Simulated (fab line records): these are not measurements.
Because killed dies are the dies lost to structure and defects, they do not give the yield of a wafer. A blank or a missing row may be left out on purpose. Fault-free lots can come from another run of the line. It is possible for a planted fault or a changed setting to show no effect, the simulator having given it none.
fab line records | flow nand-harc
[record] lots = 6 | wafers = 18 | last-day = 23
route steps=1159 shown A_ONON_D1@432 END@1159
lots untouched by any fault: they come from a run of this same line in which no faults occurred
start-h: hours from the record's opening day to when the first of the lot's shown wafers began | wait-h: hours from the lot's prior step to this one | " unchanged from the row above | L1.1+2: several wafers, shown together as one row | - no value present, or no start provided | * or withheld: withheld | < > ~ a bound
route shown NAME@n: names a module that has steps shown in the file, with the first one's number in the route | usual: the fault-free wafers' mean and standard deviation | same: alike in all rows | chamber/n: place in a boat | sites: per-site readings | _std_site: standard deviation across them | _edge_site: outer sites' mean less inner sites' | radius-mm: how far each site lies from the wafer's centre | mask NAME#n: copy n | behind: tool/chamber where the wafer was last shaped | hold: cause of the lot's hold/its duration in hours/its outcome | device: transistor that didn't switch, given as n, p or np | end of line: tests of these same wafers at the route's end | step lacking rows: just its recipe | killed: not the wafer's yield, but the dies lost to structure and defects at the first sort | map: a wafer's dies, marking killed ones x, the rest . and places with no die _
set.NAME: the run value of the setting; set.NAME@STEP: its run value at that earlier step | model.NAME: the simulator's own value behind a step, which no gauge read
lots at some steps of the route; a table a step, a row a wafer
services: the hour from which a tool's chamber was out of use, counted from the record's first day as start-h (under 0 if before that day), plus the number of hours and why
[[steps]]
[step NHARC_A_ONON_D1_DEP_12]
[recipe] target-thk-a = 10000 | n2-flow-sccm = 2750 | n2o-flow-sccm = 2000 | nh3-flow-sccm = 500 | sih4-flow-sccm = 210 | temp-c = 400
[step NHARC_A_ONON_D1_THK_MEAS_14]
[recipe] thk-meas-gauge = ellipsometry
[usual] thk-nm = 1000/8.3
lot.wafer | tool          | chamber | start-h | wait-h | thk-nm
L547.2    | film-metro-01 | -       | 174.23  | -      | 1010
L547.4    | "             | -       | "       | "      | 1010
L547.5    | "             | -       | "       | "      | 1011
L551.2    | film-metro-01 | -       | 199.02  | -      | 1014
L551.3    | "             | -       | "       | "      | 1014
L551.5    | "             | -       | "       | "      | 1013
L553.1    | film-metro-02 | -       | 210.07  | -      | 1009
L553.2    | "             | -       | "       | "      | 1006
L553.6    | "             | -       | "       | "      | 1009
L557.1    | film-metro-01 | -       | 235.78  | -      | 990
L557.4    | "             | -       | "       | "      | 989
L557.5    | "             | -       | "       | "      | 989
L559.1    | film-metro-01 | -       | 253.86  | -      | 998
L559.3    | "             | -       | "       | "      | 997
L559.6    | "             | -       | "       | "      | 999
L562.2    | film-metro-02 | -       | 263.32  | -      | 1000
L562.3    | "             | -       | "       | "      | 1001
L562.5    | "             | -       | "       | "      | 1001
[step NHARC_A_ONON_D1_ANNEAL_15]
[recipe] temp-c = 750 | time-s = 3600
[step NHARC_A_ONON_D1_DEP_16]
[recipe] target-thk-a = 10000 | n2-flow-sccm = 2750 | n2o-flow-sccm = 2000 | nh3-flow-sccm = 500 | sih4-flow-sccm = 210 | temp-c = 400
[step NHARC_A_ONON_D1_THK_MEAS_18]
[recipe] thk-meas-gauge = ellipsometry
[usual] thk-nm = 1002/10
lot.wafer | tool          | chamber | start-h | wait-h | thk-nm
L547.2    | film-metro-01 | -       | 182.22  | -      | 1002
L547.4    | "             | -       | "       | "      | 1003
L547.5    | "             | -       | "       | "      | 1001
L551.2    | film-metro-02 | -       | 207.11  | -      | 992
L551.3    | "             | -       | "       | "      | 993
L551.5    | "             | -       | "       | "      | 992
L553.1    | film-metro-02 | -       | 218.10  | -      | 1002
L553.2    | "             | -       | "       | "      | 1002
L553.6    | "             | -       | "       | "      | 1002
L557.1    | film-metro-01 | -       | 242.90  | -      | 992
L557.4    | "             | -       | "       | "      | 993
L557.5    | "             | -       | "       | "      | 991
L559.1    | film-metro-02 | -       | 260.92  | -      | 995
L559.3    | "             | -       | "       | "      | 998
L559.6    | "             | -       | "       | "      | 998
L562.2    | film-metro-02 | -       | 270.46  | -      | 1000
L562.3    | "             | -       | "       | "      | 1001
L562.5    | "             | -       | "       | "      | 1000
[step NHARC_A_ONON_D1_DEP_19]
[recipe] target-thk-a = 10000 | n2-flow-sccm = 2750 | n2o-flow-sccm = 2000 | nh3-flow-sccm = 500 | sih4-flow-sccm = 210 | temp-c = 400
[step NHARC_A_ONON_D1_THK_MEAS_21]
[recipe] thk-meas-gauge = ellipsometry
[usual] thk-nm = 999/9.3
lot.wafer | tool          | chamber | start-h | wait-h | thk-nm
L547.2    | film-metro-01 | -       | 182.80  | -      | 993
L547.4    | "             | -       | "       | "      | 993
L547.5    | "             | -       | "       | "      | 993
L551.2    | film-metro-01 | -       | 207.67  | -      | 997
L551.3    | "             | -       | "       | "      | 1000
L551.5    | "             | -       | "       | "      | 998
L553.1    | film-metro-02 | -       | 218.67  | -      | 1014
L553.2    | "             | -       | "       | "      | 1016
L553.6    | "             | -       | "       | "      | 1016
L557.1    | film-metro-01 | -       | 243.47  | -      | 996
L557.4    | "             | -       | "       | "      | 998
L557.5    | "             | -       | "       | "      | 998
L559.1    | film-metro-01 | -       | 261.49  | -      | 984
L559.3    | "             | -       | "       | "      | 983
L559.6    | "             | -       | "       | "      | 984
L562.2    | film-metro-01 | -       | 271.03  | -      | 1000
L562.3    | "             | -       | "       | "      | 1002
L562.5    | "             | -       | "       | "      | 1001
[step NHARC_A_ONON_D1_DEP_22]
[recipe] target-thk-a = 10000 | n2-flow-sccm = 2750 | n2o-flow-sccm = 2000 | nh3-flow-sccm = 500 | sih4-flow-sccm = 210 | temp-c = 400
[step NHARC_A_ONON_D1_THK_MEAS_24]
[recipe] thk-meas-gauge = ellipsometry
[usual] thk-nm = 995/9.2
lot.wafer | tool          | chamber | start-h | wait-h | thk-nm
L547.2    | film-metro-02 | -       | 183.37  | -      | 996
L547.4    | "             | -       | "       | "      | 995
L547.5    | "             | -       | "       | "      | 994
L551.2    | film-metro-02 | -       | 208.23  | -      | 988
L551.3    | "             | -       | "       | "      | 989
L551.5    | "             | -       | "       | "      | 990
L553.1    | film-metro-01 | -       | 219.23  | -      | 991
L553.2    | "             | -       | "       | "      | 992
L553.6    | "             | -       | "       | "      | 993
L557.1    | film-metro-02 | -       | 244.04  | -      | 997
L557.4    | "             | -       | "       | "      | 996
L557.5    | "             | -       | "       | "      | 995
L559.1    | film-metro-02 | -       | 262.05  | -      | 1005
L559.3    | "             | -       | "       | "      | 1006
L559.6    | "             | -       | "       | "      | 1005
L562.2    | film-metro-01 | -       | 271.59  | -      | 995
L562.3    | "             | -       | "       | "      | 992
L562.5    | "             | -       | "       | "      | 994
[step NHARC_A_ONON_D1_DEP_25]
[recipe] target-thk-a = 10000 | n2-flow-sccm = 2750 | n2o-flow-sccm = 2000 | nh3-flow-sccm = 500 | sih4-flow-sccm = 210 | temp-c = 400
[step NHARC_A_ONON_D1_THK_MEAS_27]
[recipe] thk-meas-gauge = ellipsometry
[usual] thk-nm = 1000/11
lot.wafer | tool          | chamber | start-h | wait-h | thk-nm
L547.2    | film-metro-02 | -       | 183.94  | -      | 974
L547.4    | "             | -       | "       | "      | 974
L547.5    | "             | -       | "       | "      | 975
L551.2    | film-metro-01 | -       | 208.80  | -      | 1007
L551.3    | "             | -       | "       | "      | 1005
L551.5    | "             | -       | "       | "      | 1007
L553.1    | film-metro-02 | -       | 219.80  | -      | 991
L553.2    | "             | -       | "       | "      | 991
L553.6    | "             | -       | "       | "      | 991
L557.1    | film-metro-02 | -       | 244.60  | -      | 1005
L557.4    | "             | -       | "       | "      | 1001
L557.5    | "             | -       | "       | "      | 1003
L559.1    | film-metro-02 | -       | 262.61  | -      | 987
L559.3    | "             | -       | "       | "      | 987
L559.6    | "             | -       | "       | "      | 987
L562.2    | film-metro-01 | -       | 272.16  | -      | 996
L562.3    | "             | -       | "       | "      | 993
L562.5    | "             | -       | "       | "      | 995
[step NHARC_A_ONON_D1_DEP_28]
[recipe] target-thk-a = 10000 | n2-flow-sccm = 2750 | n2o-flow-sccm = 2000 | nh3-flow-sccm = 500 | sih4-flow-sccm = 210 | temp-c = 400
[usual] n2o-flow-sccm = 1999/5.3
lot.wafer | tool          | chamber | start-h | wait-h | n2o-flow-sccm
L547.2    | pecvd-onon-03 | 0       | 184.06  | 0.1    | 1998
L547.4    | "             | 0       | "       | "      | 1998
L547.5    | "             | 0       | "       | "      | 2007
L551.2    | pecvd-onon-03 | 0       | 208.92  | 0.1    | 2007
L551.3    | "             | 0       | "       | "      | 2000
L551.5    | "             | 0       | "       | "      | 2000
L553.1    | pecvd-onon-03 | 0       | 219.86  | 0.1    | 2005
L553.2    | "             | 0       | "       | "      | 2002
L553.6    | "             | 0       | "       | "      | 2005
L557.1    | pecvd-onon-01 | 0       | 244.66  | 0.1    | 2004
L557.4    | "             | 0       | "       | "      | 1984
L557.5    | "             | 0       | "       | "      | 1994
L559.1    | pecvd-onon-02 | 0       | 262.67  | 0.1    | 1997
L559.3    | "             | 0       | "       | "      | 1998
L559.6    | "             | 0       | "       | "      | 1998
L562.2    | pecvd-onon-02 | 0       | 272.27  | 0.1    | 1995
L562.3    | "             | 0       | "       | "      | 1997
L562.5    | "             | 0       | "       | "      | 1996
[step NHARC_A_ONON_D1_THK_MEAS_30]
[recipe] thk-meas-gauge = ellipsometry
[usual] thk-nm = 999/8.4
lot.wafer | tool          | chamber | start-h | wait-h | thk-nm
L547.2    | film-metro-01 | -       | 184.50  | -      | 1006
L547.4    | "             | -       | "       | "      | 1007
L547.5    | "             | -       | "       | "      | 1006
L551.2    | film-metro-01 | -       | 209.37  | -      | 1592
L551.3    | "             | -       | "       | "      | 1594
L551.5    | "             | -       | "       | "      | 1595
L553.1    | film-metro-01 | -       | 220.36  | -      | 1591
L553.2    | "             | -       | "       | "      | 1592
L553.6    | "             | -       | "       | "      | 1591
L557.1    | film-metro-02 | -       | 245.17  | -      | 995
L557.4    | "             | -       | "       | "      | 997
L557.5    | "             | -       | "       | "      | 996
L559.1    | film-metro-02 | -       | 263.18  | -      | 996
L559.3    | "             | -       | "       | "      | 995
L559.6    | "             | -       | "       | "      | 995
L562.2    | film-metro-02 | -       | 272.72  | -      | 1005
L562.3    | "             | -       | "       | "      | 1008
L562.5    | "             | -       | "       | "      | 1006
[step NHARC_A_ONON_D1_DEP_33]
[recipe] target-thk-a = 2000 | temp-c = 400 | pressure-torr = 6.5 | rf-w = 900 | teos-flow-sccm = 161.4 | flow-sccm = 2650 | target-thk-nm = 200 | gas = O2 | material = SiO2
[usual] heater-power-w = 603/79 | throttle-valve-pct = 16.0/0.79
lot.wafer | tool     | chamber | start-h | wait-h | heater-power-w | since-wet-clean-h | throttle-valve-pct
L547.2    | pecvd-04 | 0       | 184.61  | 0.1    | 540            | 157               | 16.5
L547.4    | "        | 2       | "       | "      | 663            | -                 | 15.6
L547.5    | "        | 0       | "       | "      | 561            | -                 | 16.3
L551.2    | pecvd-02 | 2       | 209.47  | 0.1    | 558            | 43                | 16.0
L551.3    | "        | 0       | "       | "      | 711            | 43                | 17.0
L551.5    | "        | 1       | "       | "      | 498            | -                 | 15.5
L553.1    | pecvd-02 | 1       | 220.42  | 0.1    | 530            | 54                | 15.4
L553.2    | "        | 0       | "       | "      | 720            | 54                | 17.3
L553.6    | "        | 0       | "       | "      | 719            | -                 | 17.0
L557.1    | pecvd-02 | 1       | 245.31  | 0.1    | 576            | 79                | 15.8
L557.4    | "        | 0       | "       | "      | 712            | -                 | 17.3
L557.5    | "        | 1       | "       | "      | 592            | -                 | 15.8
L559.1    | pecvd-02 | 2       | 263.24  | 0.1    | 616            | 97                | 16.0
L559.3    | "        | 0       | "       | "      | 634            | -                 | 17.4
L559.6    | "        | 0       | "       | "      | 658            | -                 | 17.3
L562.2    | pecvd-01 | 1       | 273.05  | 0.3    | 537            | 23                | 15.4
L562.3    | "        | 2       | "       | "      | 661            | 23                | 16.4
L562.5    | "        | 2       | "       | "      | 651            | -                 | 16.5
[step NHARC_END_SORT_01]
[recipe] temp-c = 25
[usual] killed-at-array = 26/9.9 | killed-at-other = 0.8/1 | killed-at-periphery = 2.8/2.2 | killed-dies = 29/9.9 | killed-open = 3.2/1.8 | killed-short = 2.1/1.4
[same] gross-dies = 677
lot.wafer | tool      | chamber | start-h | wait-h | killed-at-array | killed-at-other | killed-at-periphery | killed-dies | killed-open | killed-short
L551.2    | prober-02 | 0       | 481.72  | 2.8    | 677             | 0               | 0                   | 677         | 2           | 5
L551.3    | prober-02 | 0       | 482.51  | 3.1    | 677             | 0               | 0                   | 677         | 1           | 1
L551.5    | prober-02 | 0       | 484.10  | 3.7    | 675             | 0               | 2                   | 677         | 2           | 3
L553.1    | prober-02 | 0       | 496.50  | 2.5    | 674             | 1               | 2                   | 677         | 3           | 1
L553.2    | prober-02 | 0       | 497.31  | 2.8    | 673             | 1               | 3                   | 677         | 2           | 5
L553.6    | prober-02 | 0       | 500.56  | 4.1    | 676             | 0               | 1                   | 677         | 2           | 1
// killed by level:class
L551.2 A_ONON_D1:area-dep=639 A_SLIT:chamber-film-flake=13 A_CHANNEL_HOLE_D1:chamber-film-flake=11 A_STAIRCASE:chamber-film-flake=4 A_SGD_CUT:geometric-particle:short=2 A_CHANNEL_FILL_D1:geometric-particle:open=1 A_SGD_CUT:geometric-particle:open=1 A_WL_FILL:geometric-particle:short=1
L551.3 A_ONON_D1:area-dep=646 A_CHANNEL_HOLE_D1:chamber-film-flake=14 A_SLIT:chamber-film-flake=8 A_CONTACT:chamber-film-flake=4 A_STAIRCASE:chamber-film-flake=2 A_ONON_D1:geometric-particle:short=1 A_CHANNEL_FILL_D1:geometric-particle:open=1 A_ZERO_WELL:chamber-film-flake=1
L551.5 A_ONON_D1:area-dep=644 A_CHANNEL_HOLE_D1:chamber-film-flake=14 A_SLIT:chamber-film-flake=6 A_STAIRCASE:chamber-film-flake=3 A_CONTACT:chamber-film-flake=3 P_GATE:geometric-particle:open=1 A_SOURCE_PLATE:geometric-particle:open=1 A_ONON_D1:geometric-particle:short=1
L553.1 A_ONON_D1:area-dep=641 A_CONTACT:chamber-film-flake=14 A_STAIRCASE:chamber-film-flake=13 A_CHANNEL_HOLE_D1:chamber-film-flake=2 P_GATE:geometric-particle:open=1 A_WL_FILL:geometric-particle:open=1 A_CONTACT:geometric-particle:open=1 A_M0:geometric-particle:short=1
L553.2 A_ONON_D1:area-dep=658 A_STAIRCASE:chamber-film-flake=4 A_CONTACT:chamber-film-flake=4 P_CONTACT:geometric-particle:short=3 A_SOURCE_PLATE:geometric-particle:short=1 A_WL_FILL:geometric-particle:short=1 A_CONTACT:geometric-particle:open=1 A_M0:geometric-particle:open=1
L553.6 A_ONON_D1:area-dep=653 A_CONTACT:chamber-film-flake=8 A_STAIRCASE:chamber-film-flake=5 A_CHANNEL_HOLE_D1:chamber-film-flake=4 A_WL_FILL:chamber-film-flake=2 P_M0:geometric-particle:open=1 A_WL_FILL:geometric-particle:open=1 A_CONTACT:geometric-particle:short=1
// map L551.2 (x killed, . not)
____________x____________
_________xxxxxxx_________
_______xxxxxxxxxxx_______
______xxxxxxxxxxxxx______
_____xxxxxxxxxxxxxxx_____
____xxxxxxxxxxxxxxxxx____
____xxxxxxxxxxxxxxxxx____
___xxxxxxxxxxxxxxxxxxx___
___xxxxxxxxxxxxxxxxxxx___
__xxxxxxxxxxxxxxxxxxxxx__
__xxxxxxxxxxxxxxxxxxxxx__
_xxxxxxxxxxxxxxxxxxxxxxx_
_xxxxxxxxxxxxxxxxxxxxxxx_
_xxxxxxxxxxxxxxxxxxxxxxx_
_xxxxxxxxxxxxxxxxxxxxxxx_
_xxxxxxxxxxxxxxxxxxxxxxx_
xxxxxxxxxxxxxxxxxxxxxxxxx
xxxxxxxxxxxxxxxxxxxxxxxxx
xxxxxxxxxxxxxxxxxxxxxxxxx
xxxxxxxxxxxxxxxxxxxxxxxxx
xxxxxxxxxxxxxxxxxxxxxxxxx
_xxxxxxxxxxxxxxxxxxxxxxx_
_xxxxxxxxxxxxxxxxxxxxxxx_
_xxxxxxxxxxxxxxxxxxxxxxx_
_xxxxxxxxxxxxxxxxxxxxxxx_
_xxxxxxxxxxxxxxxxxxxxxxx_
__xxxxxxxxxxxxxxxxxxxxx__
__xxxxxxxxxxxxxxxxxxxxx__
___xxxxxxxxxxxxxxxxxxx___
___xxxxxxxxxxxxxxxxxxx___
____xxxxxxxxxxxxxxxxx____
____xxxxxxxxxxxxxxxxx____
_____xxxxxxxxxxxxxxx_____
______xxxxxxxxxxxxx______
_______xxxxxxxxxxx_______
_________xxxxxxx_________
____________x____________
// map L553.1 (x killed, . not)
____________x____________
_________xxxxxxx_________
_______xxxxxxxxxxx_______
______xxxxxxxxxxxxx______
_____xxxxxxxxxxxxxxx_____
____xxxxxxxxxxxxxxxxx____
____xxxxxxxxxxxxxxxxx____
___xxxxxxxxxxxxxxxxxxx___
___xxxxxxxxxxxxxxxxxxx___
__xxxxxxxxxxxxxxxxxxxxx__
__xxxxxxxxxxxxxxxxxxxxx__
_xxxxxxxxxxxxxxxxxxxxxxx_
_xxxxxxxxxxxxxxxxxxxxxxx_
_xxxxxxxxxxxxxxxxxxxxxxx_
_xxxxxxxxxxxxxxxxxxxxxxx_
_xxxxxxxxxxxxxxxxxxxxxxx_
xxxxxxxxxxxxxxxxxxxxxxxxx
xxxxxxxxxxxxxxxxxxxxxxxxx
xxxxxxxxxxxxxxxxxxxxxxxxx
xxxxxxxxxxxxxxxxxxxxxxxxx
xxxxxxxxxxxxxxxxxxxxxxxxx
_xxxxxxxxxxxxxxxxxxxxxxx_
_xxxxxxxxxxxxxxxxxxxxxxx_
_xxxxxxxxxxxxxxxxxxxxxxx_
_xxxxxxxxxxxxxxxxxxxxxxx_
_xxxxxxxxxxxxxxxxxxxxxxx_
__xxxxxxxxxxxxxxxxxxxxx__
__xxxxxxxxxxxxxxxxxxxxx__
___xxxxxxxxxxxxxxxxxxx___
___xxxxxxxxxxxxxxxxxxx___
____xxxxxxxxxxxxxxxxx____
____xxxxxxxxxxxxxxxxx____
_____xxxxxxxxxxxxxxx_____
______xxxxxxxxxxxxx______
_______xxxxxxxxxxx_______
_________xxxxxxx_________
____________x____________
[[services]]
tool          | chamber | start-h | hours | kind
pecvd-02      | 0       | 166.07  | -     | clean
pecvd-02      | 1       | 166.07  | -     | clean
pecvd-02      | 2       | 166.07  | -     | clean
pecvd-onon-01 | -       | 195.00  | 13.0  | pm
pecvd-04      | -       | 195.36  | 13.0  | pm
pecvd-04      | 0       | 195.36  | 13.0  | vent-cycle
pecvd-04      | 1       | 195.36  | 13.0  | vent-cycle
pecvd-04      | 2       | 195.36  | 13.0  | vent-cycle
pecvd-04      | 0       | 208.36  | -     | clean
pecvd-04      | 1       | 208.36  | -     | clean
pecvd-04      | 2       | 208.36  | -     | clean
pecvd-01      | -       | 237.18  | 13.0  | pm
pecvd-01      | 0       | 237.18  | 13.0  | vent-cycle
pecvd-01      | 1       | 237.18  | 13.0  | vent-cycle
pecvd-01      | 2       | 237.18  | 13.0  | vent-cycle
pecvd-01      | 0       | 250.18  | -     | clean
pecvd-01      | 1       | 250.18  | -     | clean
pecvd-01      | 2       | 250.18  | -     | clean
pecvd-02      | 1       | 262.67  | 10.2  | repair
[[key]]
[first-sign] step = NHARC_A_ONON_D1_THK_MEAS_30 | reading = thk-nm | direction = up | sigmas = 71 | usual = 999 | struck = 1593
[effect] step = NHARC_END_SORT_01 | reading = killed-at-array | direction = up | sigmas = 66 | usual = 26 | struck = 675
[more-kills-born-at] NHARC_A_ONON_D1_DEP_28@pecvd-onon-03 = 3881
met-at NHARC_A_ONON_D1_DEP_28
struck-wafers L551.2,L551.3,L551.5,L553.1,L553.2,L553.6
later-rows-left-out L551.2,L551.3,L551.5,L553.1,L553.2,L553.6
tester-left-out L551,L553
onset-between 184.06 208.92
[fault] kind = process-parameter-drift | tool = pecvd-onon-03 | chamber = - | onset-h = 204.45 | steps = NHARC_A_ONON_D1_DEP_28 | channel = target-thk-a | offset = * | shape = step | end-h = 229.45 | acts-in = * | stated = *
// tester-left-out: of these lots the tester's yield and bins aren't shown, on N5 and GAA mostly nor the transistor test; their killed dies are dies lost to structure and defects alone, not to doping, threshold or leakage, so they don't give the yield
// later-rows-left-out: the simulator's readings of these wafers behind a module that went badly wrong aren't trusted and aren't shown, but for the sort
